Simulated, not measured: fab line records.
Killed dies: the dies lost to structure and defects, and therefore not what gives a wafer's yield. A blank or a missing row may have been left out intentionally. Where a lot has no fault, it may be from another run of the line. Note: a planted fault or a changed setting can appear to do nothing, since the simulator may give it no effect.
Which tool was responsible? + flow n5Finfet + 10 lots with 30 wafers sampled at 5 steps, on a route of 1938 steps

== WHAT EACH GAUGE READ, for each wafer ==
N5_FIN_SAQP_OVL_MEAS_17. Usual: FIN_CORE_OVL typically reads -0.4 nm, with standard deviation 0.83.
| lot  | measured    | on         | FIN_CORE_OVL (nm) | flag |
|------|-------------|------------|-------------------|------|
| L346 | day 2 11:08 | overlay-02 | -0.9 0.5 -1.0     |      |
| L347 | day 2 11:20 | overlay-02 | -0.5 -0.8 -0.7    |      |
| L349 | day 2 22:43 | overlay-01 | -1.0 0.6 0.4      |      |
| L350 | day 3 04:26 | overlay-01 | 0.1 0.2 -0.7      |      |
| L353 | day 3 22:13 | overlay-01 | -0.8 -1.0 -0.8    |      |
| L356 | day 4 16:02 | overlay-02 | -0.9 -1.8 -1.1    |      |
| L357 | day 4 21:53 | overlay-01 | -1.2 0.1 0.4      |      |
| L366 | day 7 03:55 | overlay-02 | -1.3 -1.6 -0.4    |      |
| L367 | day 7 10:28 | overlay-02 | -0.4 -0.1 -1.2    |      |
| L368 | day 7 16:16 | overlay-01 | 0.3 0.0 -0.3      |      |

N5_BEOL_M4_RC_MEAS_101. Usual: DIBL_N 36.0 mV/V, standard deviation 1.8; DIBL_P 36.3 mV/V, standard deviation 2.4; IOFF_N 0.16 nA/um, standard deviation 0.035; IOFF_P 0.21 nA/um, standard deviation 0.036; ION_N 673 uA/um, standard deviation 13; ION_P 461 uA/um, standard deviation 7.2; SS_N 71.4 mV/dec, standard deviation 0.6; SS_P 73.2 mV/dec, standard deviation 0.7; VT_N 250 mV, standard deviation 4; VT_P -250.9 mV, standard deviation 2.9.
| lot  | measured     | on        | DIBL_N (mV/V)  | DIBL_P (mV/V)  | IOFF_N (nA/um) | IOFF_P (nA/um) | ION_N (uA/um) | ION_P (uA/um) | SS_N (mV/dec)  | SS_P (mV/dec)  | VT_N (mV)   | VT_P (mV)            | flag |
|------|--------------|-----------|----------------|----------------|----------------|----------------|---------------|---------------|----------------|----------------|-------------|----------------------|------|
| L346 | day 8 20:15  | prober-02 | 36.7 34.7 39.2 | 38.2 33.9 41.4 | 0.19 0.14 0.25 | 0.25 0.17 0.32 | 675 666 693   | 465 457 473   | 72.5 72.2 72.8 | 73.7 72.5 74.6 | 248 250 242 | -248.4 -252.9 -245.7 |      |
| L347 | day 8 23:30  | prober-01 | 36.3 35.8 38.5 | 37.4 37.5 40.0 | 0.17 0.16 0.23 | 0.21 0.22 0.26 | 683 672 702   | 462 468 475   | 71.5 70.7 71.8 | 73.8 72.9 73.9 | 248 250 245 | -249.2 -247.8 -246.1 |      |
| L349 | day 9 10:52  | prober-02 | 33.9 37.5 35.4 | 34.9 37.1 36.2 | 0.13 0.19 0.15 | 0.17 0.20 0.19 | 674 668 678   | 461 455 470   | 70.4 72.0 71.5 | 73.2 73.4 73.2 | 254 248 249 | -250.4 -251.0 -250.7 |      |
| L350 | day 10 02:00 | prober-02 | 32.7 34.2 35.7 | 32.6 34.1 37.3 | 0.10 0.12 0.15 | 0.14 0.16 0.20 | 643 663 692   | 446 453 471   | 70.0 71.5 71.5 | 71.9 72.7 73.3 | 259 255 248 | -257.7 -254.1 -249.6 |      |
| L353 | day 10 05:17 | prober-01 | 37.1 38.0 40.5 | 38.9 39.6 43.6 | 0.18 0.18 0.26 | 0.20 0.22 0.29 | 690 681 697   | 466 464 464   | 70.7 71.6 72.0 | 73.9 74.2 74.2 | 244 247 242 | -253.0 -252.3 -248.7 |      |
| L356 | day 10 11:23 | prober-01 | 35.3 34.6 32.8 | 35.9 35.0 32.3 | 0.13 0.13 0.10 | 0.21 0.19 0.15 | 668 673 657   | 464 473 458   | 70.6 70.6 70.4 | 73.9 73.0 71.3 | 255 253 259 | -250.9 -252.9 -252.3 |      |
| L357 | day 11 08:05 | prober-01 | 35.0 38.4 38.7 | 33.1 38.1 39.4 | 0.12 0.20 0.20 | 0.16 0.23 0.25 | 660 671 673   | 450 455 459   | 70.9 72.2 71.8 | 73.1 73.1 74.1 | 254 248 248 | -254.4 -248.3 -248.3 |      |
| L366 | day 14 04:22 | prober-01 | 36.3 36.6 35.2 | 34.9 36.3 33.6 | 0.15 0.15 0.13 | 0.20 0.22 0.17 | 679 671 661   | 465 459 450   | 71.5 70.9 71.0 | 73.1 73.6 71.9 | 246 249 250 | -251.2 -251.9 -253.3 |      |
| L367 | day 14 07:43 | prober-02 | 37.5 37.7 36.6 | 39.3 39.7 38.0 | 0.18 0.18 0.16 | 0.24 0.25 0.23 | 691 680 685   | 475 471 474   | 71.0 72.0 71.1 | 73.8 74.1 73.4 | 246 247 246 | -246.5 -247.2 -248.1 |      |
| L368 | day 14 06:26 | prober-01 | 37.2 37.9 39.3 | 37.1 36.6 38.0 | 0.16 0.16 0.20 | 0.21 0.21 0.25 | 673 681 687   | 457 461 464   | 71.4 72.1 72.2 | 73.4 74.0 73.7 | 250 250 247 | -252.4 -252.9 -246.7 |      |

== EACH LOT AND THE TOOL THAT RAN IT (in order: tool; ch and the chambers of the sampled wafers; start) ==
| lot  | N5_PMOS_HMC_CHANNEL_EPI_FIN_RECESS_16 | N5_PMOS_HMC_CHANNEL_EPI_EPI_26 | N5_FIN_SAQP_ALD_61              |
|------|---------------------------------------|--------------------------------|---------------------------------|
| L346 | rieSi-06 ch 0,2,3, day 2 06:01        | epiRpcvd-03 ch 0, day 2 08:51  | aldSin-04 ch 2,3, day 2 09:51   |
| L347 | rieSi-05 ch 1,2, day 2 06:42          | epiRpcvd-01 ch 0, day 2 09:25  | aldSin-04 ch 0,1,3, day 2 10:01 |
| L349 | rieSi-06 ch 1,2,3, day 2 18:46        | epiRpcvd-03 ch 0, day 2 20:40  | aldSin-03 ch 1,2, day 2 21:24   |
| L350 | rieSi-06 ch 0,1,2, day 3 00:13        | epiRpcvd-04 ch 0, day 3 02:33  | aldSin-02 ch 0,1,2, day 3 03:03 |
| L353 | rieSi-06 ch 0,2,3, day 3 17:54        | epiRpcvd-01 ch 0, day 3 19:58  | aldSin-04 ch 0,3, day 3 20:20   |
| L356 | rieSi-06 ch 0,1,2, day 4 11:53        | epiRpcvd-04 ch 0, day 4 14:15  | aldSin-03 ch 0,1,3, day 4 14:43 |
| L357 | rieSi-06 ch 2,3, day 4 18:11          | epiRpcvd-01 ch 0, day 4 20:07  | aldSin-03 ch 0,2,3, day 4 20:45 |
| L366 | rieSi-02 ch 0,1,3, day 6 23:50        | epiRpcvd-04 ch 0, day 7 01:45  | aldSin-03 ch 0,1, day 7 02:41   |
| L367 | rieSi-05 ch 0,1,2, day 7 05:49        | epiRpcvd-04 ch 0, day 7 08:08  | aldSin-03 ch 1,3, day 7 09:14   |
| L368 | rieSi-05 ch 1,3, day 7 12:43          | epiRpcvd-04 ch 0, day 7 14:42  | aldSin-04 ch 2,3, day 7 15:09   |
- N5_PMOS_HMC_CHANNEL_EPI_FIN_RECESS_16: chemistry HBr/Cl2, target Si, target depth 54 nm, time 18 s.
- N5_PMOS_HMC_CHANNEL_EPI_EPI_26: deposits Si from SiH4/H2, target thk 3.8 nm, time 22.7 s.
- N5_FIN_SAQP_ALD_61: deposits SiO2, target thk 4 nm, pulse time 1 s, purge time 2 s.

== AS READ BY THE TOOLS THEMSELVES (means over the sampled wafers that have a number; for cases with no such wafer, the mark the record gives instead) ==
N5_PMOS_HMC_CHANNEL_EPI_FIN_RECESS_16. Usual: drypumpMotorCurrentA 5.8 A, standard deviation 0.45; oesProductAu 1.005 a.u., standard deviation 0.015; throttleValvePct 35.60 %, standard deviation 0.24.
| lot  | tool     | drypumpMotorCurrentA (A) | oesProductAu (a.u.) | throttleValvePct (%) | flag |
|------|----------|--------------------------|---------------------|----------------------|------|
| L346 | rieSi-06 | 5.7                      | 1.009               | 35.61                |      |
| L347 | rieSi-05 | 5.8                      | 1.012               | 35.66                |      |
| L349 | rieSi-06 | 5.5                      | 1.013               | 35.59                |      |
| L350 | rieSi-06 | 5.8                      | 0.997               | 35.63                |      |
| L353 | rieSi-06 | 5.7                      | 1.006               | 35.61                |      |
| L356 | rieSi-06 | 5.9                      | 1.014               | 35.61                |      |
| L357 | rieSi-06 | 5.2                      | 1.011               | 35.45                |      |
| L366 | rieSi-02 | 5.5                      | 1.000               | 35.45                |      |
| L367 | rieSi-05 | 6.0                      | 1.014               | 35.71                |      |
| L368 | rieSi-05 | 5.9                      | 0.985               | 35.50                |      |

N5_PMOS_HMC_CHANNEL_EPI_EPI_26. Usual: chamberPressureTorr 20.00 Torr, standard deviation 0.042; throttleValvePct 11.46 %, standard deviation 0.17.
| lot  | tool        | chamberPressureTorr (Torr) | throttleValvePct (%) | flag |
|------|-------------|----------------------------|----------------------|------|
| L346 | epiRpcvd-03 | 20.00                      | 11.32                |      |
| L347 | epiRpcvd-01 | 20.01                      | 11.63                |      |
| L349 | epiRpcvd-03 | 19.98                      | 11.25                |      |
| L350 | epiRpcvd-04 | 19.97                      | 11.47                |      |
| L353 | epiRpcvd-01 | 20.07                      | 11.52                |      |
| L356 | epiRpcvd-04 | 19.95                      | 11.53                |      |
| L357 | epiRpcvd-01 | 19.98                      | 11.72                |      |
| L366 | epiRpcvd-04 | 20.02                      | 11.41                |      |
| L367 | epiRpcvd-04 | 19.99                      | 11.39                |      |
| L368 | epiRpcvd-04 | 20.00                      | 11.37                |      |

N5_FIN_SAQP_ALD_61. Usual: chamberPressureTorr 1.999 Torr, standard deviation 0.0043; heaterPowerOuterW 273 W, standard deviation 20; heaterPowerW 481 W, standard deviation 37; precursorPulseHeightRel 0.999, standard deviation 0.021.
| lot  | tool      | chamberPressureTorr (Torr) | heaterPowerOuterW (W) | heaterPowerW (W) | precursorPulseHeightRel | flag |
|------|-----------|----------------------------|-----------------------|------------------|-------------------------|------|
| L346 | aldSin-04 | 2.001                      | 278                   | 484              | 1.009                   |      |
| L347 | aldSin-04 | 1.998                      | 262                   | 478              | 0.999                   |      |
| L349 | aldSin-03 | 1.999                      | 286                   | 480              | 1.016                   |      |
| L350 | aldSin-02 | 1.998                      | 253                   | 458              | 0.978                   |      |
| L353 | aldSin-04 | 2.000                      | 267                   | 512              | 0.993                   |      |
| L356 | aldSin-03 | 1.998                      | 284                   | 499              | 0.988                   |      |
| L357 | aldSin-03 | 2.004                      | 291                   | 515              | 0.995                   |      |
| L366 | aldSin-03 | 2.004                      | 285                   | 483              | 1.001                   |      |
| L367 | aldSin-03 | 1.998                      | 266                   | 480              | 0.995                   |      |
| L368 | aldSin-04 | 2.001                      | 281                   | 492              | 0.993                   |      |

== THE ANSWER, worked out from the rows above alone ==
Rule: lot off if the mean of its wafers having a number is beyond 3 standard deviations from the usual mean. A lot without any number at a reading at which 4 lots or more have one is off too. Any other lot the step has rows for is counted as sound. Order of review: gauges by route order, followed by the tools' own readings, for which a lot's mean as printed above is used. At the first step where some lot is off, the reading lying furthest off is the one used; lots without a number count as furthest.
Nothing can be told from this: no lot is off at any reading shown.

== WHAT THE SIMULATOR PUT IN ==
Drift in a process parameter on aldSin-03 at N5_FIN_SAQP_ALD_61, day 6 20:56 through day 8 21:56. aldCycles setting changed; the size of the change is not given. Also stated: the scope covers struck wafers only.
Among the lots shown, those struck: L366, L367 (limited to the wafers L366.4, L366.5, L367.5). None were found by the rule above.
